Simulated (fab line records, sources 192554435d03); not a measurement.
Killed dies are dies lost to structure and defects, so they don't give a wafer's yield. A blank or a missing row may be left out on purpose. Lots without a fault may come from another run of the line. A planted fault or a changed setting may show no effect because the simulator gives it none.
Which tool did it? | flow n5_finfet | 7 lots, 21 wafers sampled, at 1 step of a route of 1938

WHAT THE GAUGES READ, wafer by wafer
N5_MIM_TOP_LITHO_OVL_MEAS_11.
lot  | measured     | on         | MIM_TOP_OVL (nm)
L637 | day 14 18:18 | overlay-02 | -9 -5 -7
L634 | day 15 09:56 | overlay-02 | 2 -15 1
L645 | day 16 12:07 | overlay-01 | -3 -2 -6
L646 | day 16 19:41 | overlay-02 | 5 -15 -1
L648 | day 17 16:05 | overlay-02 | 0 -4 0
L652 | day 18 12:27 | overlay-01 | -9 -8 1
L655 | day 19 18:51 | overlay-01 | -10 -6 -8

WHICH TOOL RAN EACH LOT (tool, then ch and the chambers of the sampled wafers, then the start)
The record holds no process step before these readings.

THE ANSWER, worked out from the rows above alone
Rule: what is usual is taken from the lots themselves. Put in order of their means at a reading, lots are off if they are a third of the lots or fewer, leave a main group of 4 or more, and stand apart from it by a gap of 3 or more times the standard deviation of the main group's means; of several such gaps the widest counts. A main group whose means are all the same, to the digits that the tables above print for the reading, isn't used. A lot without any number at a reading at which 4 lots or more have one is off too. The other lots that the step has rows for count as sound.
No lot is off at any reading shown: from this, nothing can be told.

WHAT THE SIMULATOR HAD PUT IN
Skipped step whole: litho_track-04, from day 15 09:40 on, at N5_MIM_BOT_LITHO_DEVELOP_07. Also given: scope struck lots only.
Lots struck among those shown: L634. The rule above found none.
